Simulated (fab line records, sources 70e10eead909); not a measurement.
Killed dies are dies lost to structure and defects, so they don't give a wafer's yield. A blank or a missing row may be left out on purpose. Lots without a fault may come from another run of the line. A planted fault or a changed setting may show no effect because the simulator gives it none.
Chamber matching | flow nand_harc | NHARC_P_M2_DESCUM_14 on rie_diel-10: 4 sister chambers
The step chemistry O2, time 3 s. 39 wafers are shown with their chamber, then 12 later ones without.

WAFERS WITH THEIR CHAMBER
wafer  | chamber | showerhead_plenum_p_Torr (Torr) | rf_vpp_V (V) | throttle_valve_pct (%)
L075.1 | 2       | 1.88                            | 57.1         | 11.329
L075.3 | 1       | 1.96                            | 57.6         | 11.315
L075.4 | 0       | 1.93                            | 58.2         | 11.333
L074.1 | 0       | 1.93                            | 58.1         | 11.297
L074.2 | 2       | 1.88                            | 57.4         | 11.320
L074.3 | 3       | 1.92                            | 59.1         | 11.306
L077.2 | 1       | 1.96                            | 57.5         | 11.316
L077.5 | 1       | 1.96                            | 59.0         | 11.317
L077.6 | 0       | 1.93                            | 58.6         | 11.304
L076.3 | 0       | 1.93                            | 55.8         | 11.310
L076.5 | 2       | 1.88                            | 57.8         | 11.300
L076.6 | 3       | 1.92                            | 57.5         | 11.304
L079.2 | 0       | 1.93                            | 57.1         | 11.308
L079.3 | 2       | 1.88                            | 56.8         | 11.320
L079.4 | 1       | 1.96                            | 58.6         | 11.310
L080.2 | 2       | 1.88                            | 59.0         | 11.305
L080.3 | 1       | 1.96                            | 59.6         | 11.315
L080.4 | 3       | 1.91                            | 57.6         | 11.302
L082.2 | 3       | 1.92                            | 58.2         | 11.326
L082.3 | 2       | 1.88                            | 57.3         | 11.306
L082.4 | 0       | 1.93                            | 55.8         | 11.320
L085.1 | 1       | 1.96                            | 56.1         | 11.317
L085.3 | 2       | 1.88                            | 58.3         | 11.305
L085.6 | 3       | 1.92                            | 58.0         | 11.318
L087.1 | 0       | 1.93                            | 56.5         | 11.307
L087.2 | 3       | 1.91                            | 57.9         | 11.323
L087.4 | 2       | 1.88                            | 57.6         | 11.302
L090.3 | 1       | 1.96                            | 58.4         | 11.310
L090.5 | 1       | 1.96                            | 58.2         | 11.314
L090.6 | 3       | 1.91                            | 57.6         | 11.312
L092.1 | 3       | 1.91                            | 57.2         | 11.311
L092.2 | 1       | 1.96                            | 57.4         | 11.313
L092.6 | 0       | 1.93                            | 57.9         | 11.303
L093.3 | 0       | 1.93                            | 56.3         | 11.311
L093.4 | 3       | 1.91                            | 57.5         | 11.318
L093.5 | 3       | 1.91                            | 56.5         | 11.324
L094.3 | 0       | 1.93                            | 57.7         | 11.305
L094.4 | 2       | 1.88                            | 59.2         | 11.301
L094.6 | 3       | 1.91                            | 57.1         | 11.315

SIGNATURES (means of the wafers above)
reading                  | chamber 0 | chamber 1 | chamber 2 | chamber 3 | scatter within a chamber
showerhead_plenum_p_Torr | 1.9300    | 1.9600    | 1.8800    | 1.9136    | 0.0027
rf_vpp_V                 | 57.200    | 58.044    | 57.833    | 57.655    | 0.899
throttle_valve_pct       | 11.30980  | 11.31411  | 11.30978  | 11.31445  | 0.0085
Rule: a wafer's distance from a chamber is the root of the sum, over the readings, of the square of ((its reading less the chamber's mean) divided by the reading's scatter). The wafer belongs to the nearest chamber; if the next one is less than 2 further off, it can't be placed. The scatter: the root of (the sum of the squares of (reading less its chamber's mean) over the shown wafers, divided by (wafers less chambers)).

WAFERS WITHOUT THEIR CHAMBER
wafer  | showerhead_plenum_p_Torr (Torr) | rf_vpp_V (V) | throttle_valve_pct (%)
L095.1 | 1.91                            | 57.9         | 11.301
L095.2 | 1.93                            | 58.4         | 11.294
L095.3 | 1.88                            | 57.5         | 11.307
L095.4 | 1.96                            | 56.5         | 11.305
L095.5 | 1.88                            | 57.7         | 11.299
L095.6 | 1.96                            | 58.4         | 11.316
L097.1 | 1.91                            | 56.8         | 11.325
L097.3 | 1.96                            | 59.1         | 11.308
L097.4 | 1.93                            | 58.4         | 11.301
L096.1 | 1.93                            | 59.4         | 11.312
L096.3 | 1.88                            | 57.6         | 11.322
L096.4 | 1.91                            | 57.7         | 11.317

WHICH CHAMBER EACH WENT THROUGH
wafer  | from the rows above | in truth
L095.1 | 3                   | 3
L095.2 | 0                   | 0
L095.3 | 2                   | 2
L095.4 | 1                   | 1
L095.5 | 2                   | 2
L095.6 | 1                   | 1
L097.1 | 3                   | 3
L097.3 | 1                   | 1
L097.4 | 0                   | 0
L096.1 | 0                   | 0
L096.3 | 2                   | 2
L096.4 | 3                   | 3
Placed correctly: 12 of 12. Can't be placed from these rows: 0. Placed wrongly: 0.
